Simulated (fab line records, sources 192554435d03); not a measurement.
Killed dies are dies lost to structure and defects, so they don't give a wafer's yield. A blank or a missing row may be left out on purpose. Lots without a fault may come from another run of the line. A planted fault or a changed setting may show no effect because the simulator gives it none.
Which tool did it? | flow n5_finfet | 8 lots, 24 wafers sampled, at 6 steps of a route of 1938

WHAT THE GAUGES READ, wafer by wafer
N5_BEOL_M3_INSPECT_30: inspects for defects (brightfield).
lot  | measured     | on                | raw_defect_count
L623 | day 7 01:24  | defect_inspect-01 | 413 371 364
L624 | day 7 06:13  | defect_inspect-01 | 414 504 473
L628 | day 8 13:39  | defect_inspect-01 | 407 516 535
L631 | day 9 10:53  | defect_inspect-02 | 453 612 435
L632 | day 9 10:56  | defect_inspect-01 | 793 642 580
L634 | day 10 02:18 | defect_inspect-02 | 326 462 404
L639 | day 11 05:36 | defect_inspect-01 | 404 540 524
L641 | day 11 11:11 | defect_inspect-01 | 377 446 426

N5_BEOL_M4_RC_MEAS_101.
lot  | measured     | on        | DIBL_N (mV/V)  | DIBL_P (mV/V)  | IOFF_N (nA/um) | IOFF_P (nA/um) | ION_N (uA/um) | ION_P (uA/um) | SS_N (mV/dec)  | SS_P (mV/dec)  | VT_N (mV)   | VT_P (mV)
L623 | day 7 22:33  | prober-02 | 33.8 35.2 33.9 | 32.6 34.7 32.7 | 0.12 0.15 0.13 | 0.15 0.20 0.16 | 655 672 659   | 446 457 447   | 71.0 71.0 70.7 | 72.9 73.3 71.9 | 253 248 253 | -257 -250 -255
L624 | day 8 08:12  | prober-01 | 37.0 34.9 37.0 | 37.2 34.1 35.9 | 0.18 0.14 0.17 | 0.21 0.16 0.19 | 689 662 683   | 466 451 453   | 71.7 70.4 71.9 | 73.5 72.6 73.4 | 244 251 248 | -254 -255 -254
L628 | day 9 10:14  | prober-01 | 38.5 34.7 36.1 | 38.5 34.7 35.5 | 0.21 0.14 0.15 | 0.26 0.20 0.20 | 694 681 679   | 476 468 469   | 72.0 71.0 71.7 | 73.7 72.8 73.1 | 242 250 250 | -245 -248 -249
L631 | day 10 03:37 | prober-02 | 35.0 35.3 36.3 | 34.7 34.6 35.7 | 0.15 0.16 0.16 | 0.20 0.20 0.21 | 676 677 678   | 462 465 462   | 71.1 70.5 71.2 | 73.3 72.5 73.3 | 247 246 250 | -251 -251 -251
L632 | day 10 03:55 | prober-01 | 35.8 34.3 36.0 | 36.4 34.1 36.2 | 0.17 0.15 0.17 | 0.23 0.21 0.24 | 672 671 672   | 466 465 467   | 71.5 70.8 71.8 | 73.6 72.8 74.1 | 248 246 248 | -248 -248 -245
L634 | day 11 03:36 | prober-02 | 35.7 35.7 38.2 | 35.2 35.7 37.1 | 0.16 0.16 0.19 | 0.19 0.20 0.22 | 669 676 681   | 458 461 461   | 71.8 71.6 71.7 | 72.9 73.1 73.4 | 249 248 249 | -252 -251 -252
L639 | day 12 07:37 | prober-01 | 36.3 35.7 38.1 | 36.7 34.7 38.7 | 0.15 0.13 0.18 | 0.20 0.17 0.23 | 667 663 690   | 456 460 463   | 71.2 70.9 71.9 | 72.9 72.3 73.2 | 251 252 249 | -250 -252 -249
L641 | day 12 13:29 | prober-02 | 38.7 35.6 38.0 | 39.5 35.4 37.7 | 0.19 0.13 0.17 | 0.25 0.19 0.22 | 680 669 669   | 469 461 460   | 71.8 71.8 72.6 | 73.7 73.0 73.1 | 247 253 249 | -249 -252 -249

WHICH TOOL RAN EACH LOT (tool, then ch and the chambers of the sampled wafers, then the start)
lot  | N5_BEOL_M2_ANNEAL_51             | N5_BEOL_M3_ETCH_63                 | N5_BEOL_M3_STRIP_66                | N5_BEOL_M3_ETCH_41
L623 | rtp_anneal-01 ch 0, day 6 22:49  | rie_diel-06 ch 2,3, day 7 00:35    | rie_diel-06 ch 2,3, day 7 00:44    | rie_diel-06 ch 0,1,2, day 7 22:33 or earlier
L624 | rtp_anneal-01 ch 0, day 7 01:32  | rie_diel-02 ch 0,2,3, day 7 05:20  | rie_diel-02 ch 0,2,3, day 7 05:30  | rie_diel-02 ch 0,3, day 8 08:12 or earlier
L628 | rtp_anneal-02 ch 0, day 8 09:10  | rie_diel-02 ch 1,2, day 8 11:47    | rie_diel-02 ch 1,2, day 8 11:57    | rie_diel-02 ch 0,2, day 9 10:14 or earlier
L631 | rtp_anneal-02 ch 0, day 9 05:23  | rie_diel-01 ch 0,2,3, day 9 09:50  | rie_diel-01 ch 0,2,3, day 9 09:59  | rie_diel-01 ch 0,1,2, day 10 03:37 or earlier
L632 | rtp_anneal-01 ch 0, day 9 05:34  | rie_diel-02 ch 0,2,3, day 9 10:02  | rie_diel-02 ch 0,2,3, day 9 10:12  | rie_diel-06 ch 0,1, day 10 03:55 or earlier
L634 | rtp_anneal-01 ch 0, day 9 23:55  | rie_diel-06 ch 0,2,3, day 10 01:31 | rie_diel-06 ch 0,2,3, day 10 01:40 | rie_diel-01 ch 0,1,2, day 11 03:36 or earlier
L639 | rtp_anneal-01 ch 0, day 11 02:47 | rie_diel-01 ch 0,2, day 11 04:49   | rie_diel-01 ch 0,2, day 11 04:58   | rie_diel-02 ch 0,1,3, day 12 07:37 or earlier
L641 | rtp_anneal-01 ch 0, day 11 08:28 | rie_diel-06 ch 1,2, day 11 10:17   | rie_diel-06 ch 1,2, day 11 10:26   | rie_diel-02 ch 0,1,2, day 12 13:29 or earlier
- N5_BEOL_M2_ANNEAL_51: time 90 s.
- N5_BEOL_M3_ETCH_63: etches SiARC in CF4, target depth 15.6 nm, time 26 s.
- N5_BEOL_M3_STRIP_66: strips in CF4.
- N5_BEOL_M3_ETCH_41: etches SiCN in CH3F/O2, target depth 29.9 nm, time 52.5 s.

WHAT THE TOOLS THEMSELVES READ (means of the sampled wafers that have a number; where no wafer has one, the mark that the record gives instead)
N5_BEOL_M2_ANNEAL_51.
lot  | tool          | anneal_temp_c_max | wafer_temp_C_max
L623 | rtp_anneal-01 | 226.04            | 225.8
L624 | rtp_anneal-01 | 226.27            | 225.8
L628 | rtp_anneal-02 | 225.67            | 226.2
L631 | rtp_anneal-02 | 225.66            | 226.5
L632 | rtp_anneal-01 | 226.50            | 226.0
L634 | rtp_anneal-01 | 226.08            | 226.3
L639 | rtp_anneal-01 | 225.90            | 225.7
L641 | rtp_anneal-01 | 226.15            | 226.1

N5_BEOL_M3_ETCH_63.
lot  | tool        | bias_w (W) | drypump_motor_current_A (A) | etch_rf_on_time_s (s) | oes_product_au (a.u.) | rf_vpp_V (V) | showerhead_plenum_p_Torr (Torr) | throttle_valve_pct (%)
L623 | rie_diel-06 | 36.07      | 5.4                         | 25.2                  | 0.73                  | 185.3        | 2.20                            | 15.47
L624 | rie_diel-02 | 35.88      | 6.0                         | 26.2                  | 0.60                  | 183.3        | 2.12                            | 15.84
L628 | rie_diel-02 | 36.03      | 5.6                         | 26.0                  | 0.63                  | 184.6        | 2.16                            | 15.59
L631 | rie_diel-01 | 35.98      | 5.6                         | 25.7                  | 0.67                  | 184.9        | 2.18                            | 15.62
L632 | rie_diel-02 | 36.07      | 6.0                         | 26.6                  | 0.58                  | 183.1        | 2.11                            | 15.88
L634 | rie_diel-06 | 36.02      | 5.6                         | 25.2                  | 0.72                  | 183.8        | 2.16                            | 15.52
L639 | rie_diel-01 | 36.05      | 5.5                         | 25.6                  | 0.63                  | 184.0        | 2.14                            | 15.62
L641 | rie_diel-06 | 35.89      | 5.3                         | 26.0                  | 0.67                  | 183.8        | 2.18                            | 15.69

N5_BEOL_M3_STRIP_66.
lot  | tool        | drypump_motor_current_A (A) | oes_product_au (a.u.) | rf_vpp_V (V) | showerhead_plenum_p_Torr (Torr) | throttle_valve_pct (%)
L623 | rie_diel-06 | 5.4                         | 0.83                  | 271.7        | 1.83                            | 13.41
L624 | rie_diel-02 | 6.0                         | 0.70                  | 270.5        | 1.77                            | 13.84
L628 | rie_diel-02 | 5.6                         | 0.73                  | 271.8        | 1.81                            | 13.61
L631 | rie_diel-01 | 5.6                         | 0.77                  | 271.6        | 1.83                            | 13.60
L632 | rie_diel-02 | 6.0                         | 0.69                  | 270.3        | 1.77                            | 13.87
L634 | rie_diel-06 | 5.5                         | 0.83                  | 272.1        | 1.81                            | 13.47
L639 | rie_diel-01 | 5.5                         | 0.73                  | 271.6        | 1.79                            | 13.60
L641 | rie_diel-06 | 5.3                         | 0.78                  | 271.6        | 1.82                            | 13.62

N5_BEOL_M3_ETCH_41.
lot  | tool        | O2_flow_sccm (sccm) | bias_w (W) | drypump_motor_current_A (A) | oes_product_au (a.u.) | rf_vpp_V (V) | showerhead_plenum_p_Torr (Torr) | throttle_valve_pct (%)
L623 | rie_diel-06 | 19.97               | 75.03      | 5.5                         | 0.70                  | 298.5        | 2.01                            | 16.45
L624 | rie_diel-02 | 20.00               | 75.08      | 6.2                         | 0.68                  | 296.5        | 1.95                            | 16.55
L628 | rie_diel-02 | 19.99               | 74.92      | 5.9                         | 0.70                  | 295.5        | 1.95                            | 16.74
L631 | rie_diel-01 | 19.96               | 75.10      | 5.8                         | 0.80                  | 298.1        | 1.99                            | 16.30
L632 | rie_diel-06 | 19.96               | 74.91      | 5.6                         | 0.76                  | 296.5        | 1.97                            | 16.25
L634 | rie_diel-01 | 19.98               | 75.17      | 5.8                         | 0.79                  | 297.5        | 1.99                            | 16.30
L639 | rie_diel-02 | 20.03               | 74.87      | 5.8                         | 0.79                  | 298.3        | 2.01                            | 16.36
L641 | rie_diel-02 | 19.96               | 75.13      | 5.6                         | 0.80                  | 297.2        | 2.03                            | 16.36

THE ANSWER, worked out from the rows above alone
Rule: what is usual is taken from the lots themselves. Put in order of their means at a reading, lots are off if they are a third of the lots or fewer, leave a main group of 4 or more, and stand apart from it by a gap of 3 or more times the standard deviation of the main group's means; of several such gaps the widest counts. A main group whose means are all the same, to the digits that the tables above print for the reading, isn't used. A lot without any number at a reading at which 4 lots or more have one is off too. The other lots that the step has rows for count as sound. The gauges are gone through in route order, then the tools' own readings, and for those a lot's mean is taken as printed above. The first step at which some lot is off is used, and at that step the reading that is off furthest; a lot without a number counts as furthest.
Off: L632, at N5_BEOL_M3_INSPECT_30 (raw_defect_count). The main group: mean 448, standard deviation 45.
A tool fits if, at a process step before that reading, it ran every lot that is off, and no sound lot after the first of them. The gauges at N5_BEOL_M3_INSPECT_30 aren't tried: what is off there is off at N5_BEOL_M3_ETCH_63 too, on other tools, and a gauge's error can't cause that. One fits: rie_diel-02 at N5_BEOL_M3_ETCH_63 and N5_BEOL_M3_STRIP_66. At N5_BEOL_M3_ETCH_63 its last sound lot is L628 (day 8 11:47), its first lot that is off L632 (day 9 10:02): a fault that began between those two fits.

WHAT THE SIMULATOR HAD PUT IN
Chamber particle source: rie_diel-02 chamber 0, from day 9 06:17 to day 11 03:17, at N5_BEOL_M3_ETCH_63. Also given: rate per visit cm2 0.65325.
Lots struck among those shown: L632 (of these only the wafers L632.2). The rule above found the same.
